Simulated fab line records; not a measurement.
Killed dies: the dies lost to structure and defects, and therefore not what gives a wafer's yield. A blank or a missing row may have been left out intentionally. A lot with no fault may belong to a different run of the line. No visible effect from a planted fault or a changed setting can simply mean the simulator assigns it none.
Split-lot experiment | flow n5-finfet | 7 lots, 21 wafers read, on a route of 1938 steps

## THE SPLIT ITSELF
At N5_SD_EPI_N_EPI_21 (deposits Si:P, time 690 s), the setting time-s was moved away from the recipe's 690 s on 7 of the 21 wafers read, by +5.8% to +15.1%. The other wafers ran this setting at the recipe's value.

The split's own step is where the reading is taken.

## THE READING
Si-P_of_SD_EPI_N_EPI_21.thk-nm (the simulator's own value, which no gauge read), in nm, at N5_SD_EPI_N_EPI_21 (deposits Si:P, time 690 s). The file gives no usual value for it. Average 59.0 nm, standard deviation 0.74 nm, over the 14 wafers here run with the recipe.

wafer  | tool, chamber at the split | time-s as run, s | against the recipe | Si-P_of_SD_EPI_N_EPI_21.thk-nm, nm | against lot-mates on the recipe
L074.2 | epi-rpcvd-03, 0            | 690              | recipe             | 58.8                               | -
L074.3 | epi-rpcvd-03, 0            | 690              | recipe             | 59.8                               | -
L074.5 | epi-rpcvd-03, 0            | 690              | recipe             | 59.2                               | -
L076.3 | epi-rpcvd-02, 0            | 690              | recipe             | 58.6                               | -
L076.6 | epi-rpcvd-02, 0            | 690              | recipe             | 58.6                               | -
L076.4 | epi-rpcvd-02, 0            | 690              | recipe             | 58                                 | -
L080.2 | epi-rpcvd-04, 0            | 690              | recipe             | 59                                 | -
L080.4 | epi-rpcvd-04, 0            | 690              | recipe             | 60                                 | -
L080.6 | epi-rpcvd-04, 0            | 767.9            | +11.3%             | 64                                 | +4.5
L082.1 | epi-rpcvd-02, 0            | 690              | recipe             | 57.4                               | -
L082.2 | epi-rpcvd-02, 0            | 730.2            | +5.8%              | 60.4                               | +3.0
L082.5 | epi-rpcvd-02, 0            | 730.2            | +5.8%              | 60                                 | +2.6
L083.2 | epi-rpcvd-04, 0            | 690              | recipe             | 60                                 | -
L083.6 | epi-rpcvd-04, 0            | 690              | recipe             | 60                                 | -
L083.4 | epi-rpcvd-04, 0            | 765.6            | +11.0%             | 64                                 | +4.0
L087.2 | epi-rpcvd-04, 0            | 751.7            | +8.9%              | 63.8                               | +5.0
L087.4 | epi-rpcvd-04, 0            | 751.7            | +8.9%              | 63.4                               | +4.6
L087.6 | epi-rpcvd-04, 0            | 690              | recipe             | 58.8                               | -
L089.3 | epi-rpcvd-03, 0            | 794.3            | +15.1%             | 64.4                               | +5.5
L089.4 | epi-rpcvd-03, 0            | 690              | recipe             | 59                                 | -
L089.5 | epi-rpcvd-03, 0            | 690              | recipe             | 58.8                               | -

THE FIT
A straight line over all 21 wafers: Si-P_of_SD_EPI_N_EPI_21.thk-nm changes by +0.414 nm for each +1% of time-s; r = +0.93; the points scatter about the line by 0.84 nm.
The same after taking each lot's own level away (the mean of its wafers on the recipe; 21 wafers): +0.414 nm for each +1%; r = +0.97; scatter 0.51 nm.
According to that fit, moving time-s by its largest amount changes the reading by 6.3 nm.
Across the lots, their own levels run from 57.40 to 60.00 nm, a range of 3.5 times the standard deviation given above.
So the lot-to-lot level changes the slope little: the two slopes agree.
Check: for one of the wafers moved furthest among these (+15.1%), held out of the fit, the line's prediction against its lot-mates is +6.76 nm. It came out at +5.5 nm against them.

## ADDITIONAL SPLITS CARRIED BY THESE WAFERS
Before the reading, these wafers also passed through other splits. Each is held against what the fit with the lots' levels taken away leaves over:
other split on the same wafers           | wafers away from the commonest value | r with Si-P_of_SD_EPI_N_EPI_21.thk-nm (lot level and that fit taken away)
N5_ZERO_LAYER_PECVD_02 time-s            | 5                                    | -0.09
N5_ZERO_LAYER_EXPOSE_08 dose-mj          | 9                                    | -0.15
N5_PMOS_HMC_CHANNEL_EPI_HM_DEP_34 time-s | 7                                    | -0.14
N5_FIN_SAQP_PECVD_47 time-s              | 7                                    | +0.40
N5_FIN_SAQP_PEB_14 peb-time-s            | 9                                    | +0.14
N5_FIN_SAQP_MANDREL_ETCH_58 icp-w        | 6                                    | +0.23
N5_DUMMY_GATE_COAT_28 spin-rpm           | 4                                    | -0.34
N5_DUMMY_GATE_EXPOSE_12 dose-mj          | 7                                    | -0.08

## THE WHOLE CHAIN: every reading that the file lists as answering this split, in the file's order
step                    | what it does              | reading                                                                         | change (the file's fit)               | r (the file's)
N5_SD_EPI_N_EPI_21      | deposits Si:P, time 690 s | Si-P_of_SD_EPI_N_EPI_21.thk-nm (the simulator's own value, which no gauge read) | +0.402 nm for each +1% of the setting | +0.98
N5_SD_EPI_N_EPI_MEAS_23 |                           | thk-nm                                                                          | withheld for each +1% of the setting  | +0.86

## FILE'S OWN FIT
Si-P_of_SD_EPI_N_EPI_21.thk-nm changes by +0.402 nm for each +1% of time-s, r = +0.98.
